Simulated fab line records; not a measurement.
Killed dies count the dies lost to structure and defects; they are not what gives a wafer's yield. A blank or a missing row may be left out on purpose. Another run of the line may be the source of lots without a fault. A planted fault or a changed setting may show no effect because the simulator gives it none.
The tool behind it: which one?    flow nand harc    23 lots, 69 wafers sampled, at 6 steps of a route of 1302

WHAT THE GAUGES READ, wafer by wafer
Not one reading of a measure or inspect step in the record can be checked against a usual standard deviation.

TOOL THAT RAN EACH LOT (tool first, then ch and the chambers of the sampled wafers, then the start)
lot   NHARC_A_CONTACT_ETCH_48             NHARC_A_CONTACT_ETCH_50                        NHARC_A_CONTACT_ETCH_90             NHARC_A_CONTACT_DEP_57         NHARC_A_CONTACT_ETCH_78                        NHARC_A_CONTACT_ETCH_129
L076  rie diel-01 ch 0,2,3, day 21 14:28  rie diel-01 ch 1,2, day 21 20:17 or earlier    rie diel-01 ch 1,3, day 21 20:17    acl dep-02 ch 0, day 21 23:45  rie diel-13 ch 0,1,3, day 22 05:32 or earlier  har cap etch-03 ch 0,1, day 22 05:32
L075  rie diel-06 ch 0,3, day 21 19:15    rie diel-06 ch 0,1,2, day 22 00:04 or earlier  rie diel-06 ch 1,2,3, day 22 00:04  acl dep-02 ch 0, day 22 01:53  rie diel-06 ch 2,3, day 22 08:26 or earlier    har cap etch-02 ch 0,1, day 22 08:26
L074  rie diel-13 ch 0,1, day 21 21:11    rie diel-13 ch 1,2,3, day 22 02:10 or earlier  rie diel-06 ch 0,1,2, day 22 02:10  acl dep-02 ch 0, day 22 05:04  rie diel-06 ch 0,1,2, day 22 11:34 or earlier  har cap etch-03 ch 0,1, day 22 11:34
L079  rie diel-06 ch 1,3, day 23 19:27    rie diel-06 ch 1,2, day 24 00:14 or earlier    rie diel-13 ch 1,2,3, day 24 00:14  acl dep-02 ch 0, day 24 07:11  rie diel-06 ch 0,3, day 24 12:36 or earlier    har cap etch-01 ch 0,1, day 24 12:36
L078  rie diel-13 ch 1,2,3, day 23 19:37  rie diel-13 ch 2,3, day 24 01:16 or earlier    rie diel-01 ch 1,2, day 24 01:16    acl dep-03 ch 0, day 24 08:38  rie diel-06 ch 1,3, day 24 15:32 or earlier    har cap etch-02 ch 0,1, day 24 15:32
L081  rie diel-06 ch 0,1,2, day 23 23:39  rie diel-06 ch 1,2, day 24 04:27 or earlier    rie diel-06 ch 0,1,2, day 24 04:27  acl dep-03 ch 0, day 24 11:51  rie diel-13 ch 0,1,2, day 24 18:18 or earlier  har cap etch-01 ch 0,1, day 24 18:18
L077  rie diel-13 ch 0,3, day 24 03:26    rie diel-13 ch 0,1,2, day 24 08:14 or earlier  rie diel-06 ch 0,1, day 24 08:14    acl dep-02 ch 0, day 24 17:13  rie diel-13 ch 2,3, day 25 01:00 or earlier    har cap etch-02 ch 0,1, day 25 01:00
L080  rie diel-13 ch 0,1, day 24 09:39    rie diel-13 ch 0,1,3, day 24 15:20 or earlier  rie diel-01 ch 0,2,3, day 24 15:20  acl dep-03 ch 0, day 24 19:55  rie diel-13 ch 0,1, day 25 02:14 or earlier    har cap etch-03 ch 0,1, day 25 02:14
L082  rie diel-06 ch 0,1, day 24 21:57    rie diel-06 ch 1,3, day 25 03:23 or earlier    rie diel-01 ch 0,1,3, day 25 03:23  acl dep-03 ch 0, day 25 04:44  rie diel-06 ch 0,2,3, day 25 11:32 or earlier  har cap etch-01 ch 1, day 25 11:32
L083  rie diel-13 ch 1,2,3, day 25 13:07  rie diel-13 ch 0,2,3, day 25 18:50 or earlier  rie diel-06 ch 0,2,3, day 25 18:50  acl dep-01 ch 0, day 25 20:00  rie diel-06 ch 0,1,3, day 26 02:47 or earlier  har cap etch-01 ch 0,1, day 26 02:47
L084  rie diel-06 ch 1,2,3, day 26 05:26  rie diel-06 ch 0,1,3, day 26 10:14 or earlier  rie diel-06 ch 0,1, day 26 10:14    acl dep-01 ch 0, day 26 13:07  rie diel-06 ch 0,3, day 26 19:43 or earlier    har cap etch-03 ch 0,1, day 26 19:43
L085  rie diel-13 ch 2,3, day 26 16:35    rie diel-13 ch 2,3, day 26 21:23 or earlier    rie diel-13 ch 0,1,2, day 26 21:23  acl dep-01 ch 0, day 27 01:40  rie diel-01 ch 1,2, day 27 07:17 or earlier    har cap etch-03 ch 0,1, day 27 07:17
L087  rie diel-06 ch 0,3, day 27 10:17    rie diel-06 ch 0,1, day 27 15:08 or earlier    rie diel-13 ch 0,1,2, day 27 15:08  acl dep-02 ch 0, day 27 18:55  rie diel-01 ch 0,1, day 28 01:29 or earlier    har cap etch-02 ch 0,1, day 28 01:29
L089  rie diel-06 ch 0,3, day 27 13:17    rie diel-06 ch 1,3, day 27 18:05 or earlier    rie diel-06 ch 0,1,2, day 27 18:05  acl dep-02 ch 0, day 27 22:40  rie diel-06 ch 0,1,3, day 28 05:13 or earlier  har cap etch-03 ch 0,1, day 28 05:13
L086  rie diel-06 ch 1,2, day 27 17:40    rie diel-06 ch 0,1,2, day 27 22:31 or earlier  rie diel-01 ch 1,2, day 27 22:31    acl dep-03 ch 0, day 28 01:16  rie diel-06 ch 0,1, day 28 07:10 or earlier    har cap etch-01 ch 1, day 28 07:10
L090  rie diel-06 ch 0,1,3, day 27 19:58  rie diel-06 ch 0,2,3, day 28 00:46 or earlier  rie diel-06 ch 0,2,3, day 28 00:46  acl dep-01 ch 0, day 28 07:02  rie diel-01 ch 0,1,3, day 28 12:58 or earlier  har cap etch-01 ch 0,1, day 28 12:58
L092  rie diel-13 ch 0,1,3, day 28 09:01  rie diel-13 ch 0,1,2, day 28 14:41 or earlier  rie diel-13 ch 0,1,3, day 28 14:41  acl dep-02 ch 0, day 28 16:38  rie diel-13 ch 1,2, day 28 23:07 or earlier    har cap etch-02 ch 0,1, day 28 23:07
L091  rie diel-13 ch 0,3, day 29 02:25    rie diel-13 ch 0,2,3, day 29 07:14 or earlier  rie diel-01 ch 1,2,3, day 29 07:14  acl dep-02 ch 0, day 29 08:55  rie diel-13 ch 0,2,3, day 29 15:04 or earlier  har cap etch-02 ch 0,1, day 29 15:04
L094  rie diel-01 ch 2,3, day 29 08:34    rie diel-01 ch 0,1,2, day 29 13:22 or earlier  rie diel-01 ch 2,3, day 29 13:22    acl dep-01 ch 0, day 29 15:41  rie diel-06 ch 0,2,3, day 29 21:09 or earlier  har cap etch-01 ch 0,1, day 29 21:09
L093  rie diel-06 ch 0,2, day 29 11:19    rie diel-06 ch 0,3, day 29 16:28 or earlier    rie diel-06 ch 0,1,2, day 29 16:28  acl dep-02 ch 0, day 29 18:11  rie diel-06 ch 0,1,3, day 30 00:57 or earlier  har cap etch-02 ch 0,1, day 30 00:57
L095  rie diel-06 ch 0,2,3, day 30 18:04  rie diel-06 ch 0,1,2, day 30 22:58 or earlier  rie diel-01 ch 0,1,2, day 30 22:58  acl dep-03 ch 0, day 31 02:00  rie diel-13 ch 0,1,2, day 31 07:39 or earlier  har cap etch-02 ch 0,1, day 31 07:39
L096  rie diel-13 ch 1,2, day 30 18:49    rie diel-13 ch 0,2,3, day 30 23:52 or earlier  rie diel-06 ch 1,2,3, day 30 23:52  acl dep-02 ch 0, day 31 02:09  rie diel-06 ch 0,1, day 31 08:52 or earlier    har cap etch-01 ch 0,1, day 31 08:52
L097  rie diel-06 ch 0,1,2, day 31 04:52  rie diel-06 ch 0,1, day 31 09:40 or earlier    rie diel-13 ch 1,2, day 31 09:40    acl dep-02 ch 0, day 31 11:54  rie diel-13 ch 0,3, day 31 17:21 or earlier    har cap etch-01 ch 0,1, day 31 17:21
- NHARC_A_CONTACT_ETCH_48: etches the open film in CF4, target depth 39 nm, time 65 s.
- NHARC_A_CONTACT_ETCH_50: etches the open film in CF4/CHF3, target depth 121 nm, time 60.5 s.
- NHARC_A_CONTACT_ETCH_90: etches the open film in CH3F/O2, target depth 40 nm, time 85.7 s.
- NHARC_A_CONTACT_DEP_57: deposits aC, target thk 5300 nm.
- NHARC_A_CONTACT_ETCH_78: etches the open film in O2/COS, target depth 5300 nm, time 1378 s.
- NHARC_A_CONTACT_ETCH_129: etches the open film in C4F8/O2/Ar, time 197 s, target depth 1918 nm.

AS READ BY THE TOOLS THEMSELVES (means over the sampled wafers that have a number; for cases with no such wafer, the mark the record gives instead)
NHARC_A_CONTACT_ETCH_48. Usual: drypump motor current A 5.7 A, standard deviation 0.42; oes product au 0.989 a.u., standard deviation 0.011; rf vpp V 150.9 V, standard deviation 1.1; showerhead plenum p Torr 1.74 Torr, standard deviation 0.059; throttle valve pct 13.284 %, standard deviation 0.0082.
lot   tool         drypump motor current A (A)  oes product au (a.u.)  rf vpp V (V)  showerhead plenum p Torr (Torr)  throttle valve pct (%)  flag
L076  rie diel-01  6.1                          0.992                  150.7         1.72                             13.288                  
L075  rie diel-06  6.0                          0.994                  151.2         1.73                             13.283                  
L074  rie diel-13  5.8                          0.992                  152.1         1.81                             13.267                  
L079  rie diel-06  5.5                          0.969                  150.8         1.74                             13.284                  
L078  rie diel-13  5.6                          0.996                  151.2         1.78                             13.283                  
L081  rie diel-06  5.6                          0.981                  150.5         1.70                             13.283                  
L077  rie diel-13  5.6                          0.989                  150.6         1.76                             13.282                  
L080  rie diel-13  5.7                          0.987                  151.5         1.81                             13.284                  
L082  rie diel-06  5.7                          0.975                  150.1         1.70                             13.285                  
L083  rie diel-13  5.6                          0.987                  151.4         1.78                             13.288                  
L084  rie diel-06  5.5                          0.976                  151.0         1.72                             13.283                  
L085  rie diel-13  5.8                          1.002                  151.1         1.79                             13.280                  
L087  rie diel-06  6.1                          0.990                  150.8         1.71                             13.284                  
L089  rie diel-06  6.0                          0.994                  150.8         1.71                             13.280                  
L086  rie diel-06  5.5                          0.975                  149.9         1.71                             13.292                  
L090  rie diel-06  5.6                          0.989                  151.1         1.71                             13.285                  
L092  rie diel-13  5.5                          1.002                  150.9         1.75                             13.283                  
L091  rie diel-13  5.6                          0.997                  150.9         1.75                             13.281                  
L094  rie diel-01  6.2                          1.000                  150.8         1.67                             13.289                  
L093  rie diel-06  6.0                          0.990                  149.8         1.69                             13.290                  
L095  rie diel-06  6.0                          0.991                  149.8         1.70                             13.282                  
L096  rie diel-13  5.9                          1.009                  152.3         1.83                             13.289                  
L097  rie diel-06  5.6                          0.994                  150.5         1.70                             13.285                  

NHARC_A_CONTACT_ETCH_50. Usual: drypump motor current A 5.7 A, standard deviation 0.45; oes product au 0.941 a.u., standard deviation 0.02; rf vpp V 369.8 V, standard deviation 2; showerhead plenum p Torr 1.55 Torr, standard deviation 0.056; throttle valve pct 16.804 %, standard deviation 0.0087.
lot   tool         drypump motor current A (A)  oes product au (a.u.)  rf vpp V (V)  showerhead plenum p Torr (Torr)  throttle valve pct (%)  flag
L076  rie diel-01  5.7                          0.930                  370.7         1.59                             16.805                  
L075  rie diel-06  5.6                          0.953                  368.3         1.52                             16.804                  
L074  rie diel-13  5.5                          0.926                  370.2         1.59                             16.797                  
L079  rie diel-06  5.2                          0.931                  369.0         1.52                             16.794                  
L078  rie diel-13  5.4                          0.955                  369.6         1.54                             16.798                  
L081  rie diel-06  5.2                          0.943                  368.7         1.52                             16.799                  
L077  rie diel-13  5.8                          0.938                  372.1         1.63                             16.805                  
L080  rie diel-13  5.5                          0.969                  370.0         1.57                             16.808                  
L082  rie diel-06  5.2                          0.939                  369.1         1.54                             16.806                  
L083  rie diel-13  5.7                          0.922                  371.2         1.58                             16.810                  
L084  rie diel-06  5.6                          0.962                  370.5         1.53                             16.801                  
L085  rie diel-13  5.4                          0.908                  369.5         1.54                             16.803                  
L087  rie diel-06  5.3                          0.941                  367.9         1.52                             16.805                  
L089  rie diel-06  5.2                          0.955                  369.5         1.54                             16.798                  
L086  rie diel-06  5.6                          0.911                  367.7         1.51                             16.803                  
L090  rie diel-06  5.9                          0.950                  368.5         1.52                             16.789                  
L092  rie diel-13  5.9                          0.915                  372.2         1.62                             16.817                  
L091  rie diel-13  5.7                          0.930                  370.3         1.57                             16.793                  
L094  rie diel-01  5.8                          0.920                  370.8         1.57                             16.808                  
L093  rie diel-06  6.0                          0.952                  369.8         1.53                             16.805                  
L095  rie diel-06  5.6                          0.965                  369.6         1.51                             16.801                  
L096  rie diel-13  5.7                          0.960                  370.0         1.57                             16.806                  
L097  rie diel-06  5.7                          0.958                  368.7         1.50                             16.804                  

NHARC_A_CONTACT_ETCH_90. Usual: drypump motor current A 5.7 A, standard deviation 0.43; oes product au 0.95 a.u., standard deviation 0.038; rf vpp V 243.7 V, standard deviation 1.3; showerhead plenum p Torr 2.41 Torr, standard deviation 0.082; throttle valve pct 20.663 %, standard deviation 0.0087.
lot   tool         drypump motor current A (A)  oes product au (a.u.)  rf vpp V (V)  showerhead plenum p Torr (Torr)  throttle valve pct (%)  flag
L076  rie diel-01  6.1                          0.91                   243.6         2.38                             20.671                  
L075  rie diel-06  5.5                          0.94                   243.9         2.40                             20.663                  
L074  rie diel-06  5.6                          0.99                   243.2         2.37                             20.658                  
L079  rie diel-13  5.6                          0.99                   245.2         2.48                             20.659                  
L078  rie diel-01  5.8                          0.92                   244.0         2.44                             20.671                  
L081  rie diel-06  5.6                          0.91                   242.4         2.36                             20.660                  
L077  rie diel-06  5.8                          0.98                   243.1         2.36                             20.668                  
L080  rie diel-01  6.0                          1.00                   244.4         2.39                             20.657                  
L082  rie diel-01  6.0                          1.00                   243.3         2.43                             20.660                  
L083  rie diel-06  6.0                          0.96                   242.8         2.37                             20.654                  
L084  rie diel-06  5.2                          0.91                   244.2         2.37                             20.659                  
L085  rie diel-13  5.9                          0.92                   245.0         2.53                             20.664                  
L087  rie diel-13  5.9                          0.99                   245.4         2.53                             20.662                  
L089  rie diel-06  5.6                          0.91                   243.5         2.36                             20.668                  
L086  rie diel-01  5.8                          0.97                   244.8         2.47                             20.653                  
L090  rie diel-06  5.9                          0.92                   242.8         2.37                             20.664                  
L092  rie diel-13  5.5                          0.92                   244.2         2.44                             20.665                  
L091  rie diel-01  6.0                          0.92                   242.7         2.39                             20.662                  
L094  rie diel-01  6.0                          0.93                   242.5         2.35                             20.659                  
L093  rie diel-06  5.6                          0.95                   243.1         2.36                             20.673                  
L095  rie diel-01  5.8                          0.92                   243.7         2.44                             20.655                  
L096  rie diel-06  5.5                          0.97                   243.7         2.38                             20.661                  
L097  rie diel-13  5.8                          1.01                   245.2         2.52                             20.675                  

NHARC_A_CONTACT_DEP_57. Usual: 35.000 % for throttle valve pct, sd 0.0086.
lot   tool        throttle valve pct (%)  flag
L076  acl dep-02  34.995                  
L075  acl dep-02  35.007                  
L074  acl dep-02  35.006                  
L079  acl dep-02  34.996                  
L078  acl dep-03  34.996                  
L081  acl dep-03  34.997                  
L077  acl dep-02  35.002                  
L080  acl dep-03  35.007                  
L082  acl dep-03  35.001                  
L083  acl dep-01  34.992                  
L084  acl dep-01  34.994                  
L085  acl dep-01  35.008                  
L087  acl dep-02  34.997                  
L089  acl dep-02  35.005                  
L086  acl dep-03  35.006                  
L090  acl dep-01  35.000                  
L092  acl dep-02  34.998                  
L091  acl dep-02  34.995                  
L094  acl dep-01  35.009                  
L093  acl dep-02  34.999                  
L095  acl dep-03  34.998                  
L096  acl dep-02  35.001                  
L097  acl dep-02  35.001                  

NHARC_A_CONTACT_ETCH_78. Usual: drypump motor current A 5.7 A, standard deviation 0.44; oes product au 0.992 a.u., standard deviation 0.012; rf vpp V 313.2 V, standard deviation 1.8; showerhead plenum p Torr 3.07 Torr, standard deviation 0.1; throttle valve pct 28.331 %, standard deviation 0.0093.
lot   tool         drypump motor current A (A)  oes product au (a.u.)  rf vpp V (V)  showerhead plenum p Torr (Torr)  throttle valve pct (%)  flag
L076  rie diel-13  5.5                          0.985                  314.0         3.12                             28.328                  
L075  rie diel-06  5.9                          0.984                  313.7         3.05                             28.335                  
L074  rie diel-06  5.6                          0.976                  312.3         3.01                             28.332                  
L079  rie diel-06  6.0                          0.983                  312.1         3.01                             28.332                  
L078  rie diel-06  5.2                          0.973                  312.8         3.05                             28.336                  
L081  rie diel-13  5.8                          0.997                  315.4         3.22                             28.331                  
L077  rie diel-13  5.8                          0.992                  315.0         3.16                             28.327                  
L080  rie diel-13  5.7                          0.993                  315.6         3.19                             28.323                  
L082  rie diel-06  5.9                          0.989                  312.5         3.02                             28.329                  
L083  rie diel-06  5.6                          0.982                  312.7         3.03                             28.324                  
L084  rie diel-06  6.0                          0.997                  313.9         3.04                             28.327                  
L085  rie diel-01  5.7                          1.018                  314.1         3.14                             28.325                  
L087  rie diel-01  5.7                          1.004                  315.0         3.16                             28.329                  
L089  rie diel-06  5.6                          0.993                  311.8         3.02                             28.323                  
L086  rie diel-06  5.7                          0.987                  310.9         2.99                             28.334                  
L090  rie diel-01  6.0                          1.005                  313.2         3.07                             28.341                  
L092  rie diel-13  5.9                          1.000                  315.7         3.24                             28.342                  
L091  rie diel-13  5.7                          0.994                  314.8         3.11                             28.324                  
L094  rie diel-06  6.0                          0.991                  313.0         3.01                             28.335                  
L093  rie diel-06  5.6                          0.988                  312.2         3.02                             28.329                  
L095  rie diel-13  5.9                          1.006                  315.5         3.20                             28.333                  
L096  rie diel-06  5.7                          0.998                  311.1         2.98                             28.342                  
L097  rie diel-13  5.4                          0.995                  312.2         2.99                             28.321                  

THE ANSWER, worked out from the rows above alone
Rule: take the mean of a lot's wafers that have a number; if it is more than 3 standard deviations from the usual mean, the lot is off. Also off: a lot with no number at a reading for which 4 or more lots have one. Any other lot the step has rows for is counted as sound. Order of review: gauges by route order, followed by the tools' own readings, for which a lot's mean as printed above is used. At the first step where some lot is off, the reading lying furthest off is the one used; lots without a number count as furthest.
Nothing can be told from this: no lot is off at any reading shown.

WHAT THE SIMULATOR HAD PUT IN
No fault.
